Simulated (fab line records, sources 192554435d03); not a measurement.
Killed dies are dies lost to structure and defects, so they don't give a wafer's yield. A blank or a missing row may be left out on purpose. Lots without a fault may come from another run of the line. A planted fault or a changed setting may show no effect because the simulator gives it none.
Chamber matching | flow n5_finfet | N5_BEOL_M14_STRIP_37 on rie_diel-04: 4 sister chambers
The step strips in O2. 4 wafers are shown with their chamber, then 10 later ones without.

WAFERS WITH THEIR CHAMBER
wafer  | chamber | throttle_valve_pct (%)
L087.2 | 1       | 16.66
L087.4 | 3       | 17.05
L090.1 | 2       | 16.42
L090.2 | 0       | 16.76

WAFERS WITHOUT THEIR CHAMBER
wafer  | throttle_valve_pct (%)
L090.3 | 16.65
L091.2 | 17.05
L091.4 | 16.46
L091.5 | 17.02
L097.2 | 16.78
L097.3 | 16.67
L097.6 | 16.64
L096.2 | 17.11
L096.4 | 16.66
L096.6 | 16.44

WHICH CHAMBER EACH WENT THROUGH
wafer  | from the rows above | in truth
L090.3 | 1                   | 1
L091.2 | 3                   | 3
L091.4 | 2                   | 2
L091.5 | 3                   | 3
L097.2 | 0                   | 0
L097.3 | 1                   | 1
L097.6 | 1                   | 1
L096.2 | 3                   | 3
L096.4 | 1                   | 1
L096.6 | 2                   | 2
Placed correctly: 10 of 10. Can't be placed from these rows: 0. Placed wrongly: 0.
How it was worked out, from the rows above alone: a wafer's distance from a chamber is the root of the sum, over the readings, of the square of ((its reading less the chamber's mean) divided by the reading's scatter). The wafer belongs to the nearest chamber; if the next one is less than 2 further off, it can't be placed. A chamber's mean is the mean of its shown wafers. The scatter: with one shown wafer a chamber, the root of the mean of the squares of how far each hidden wafer lies from its nearest shown one.
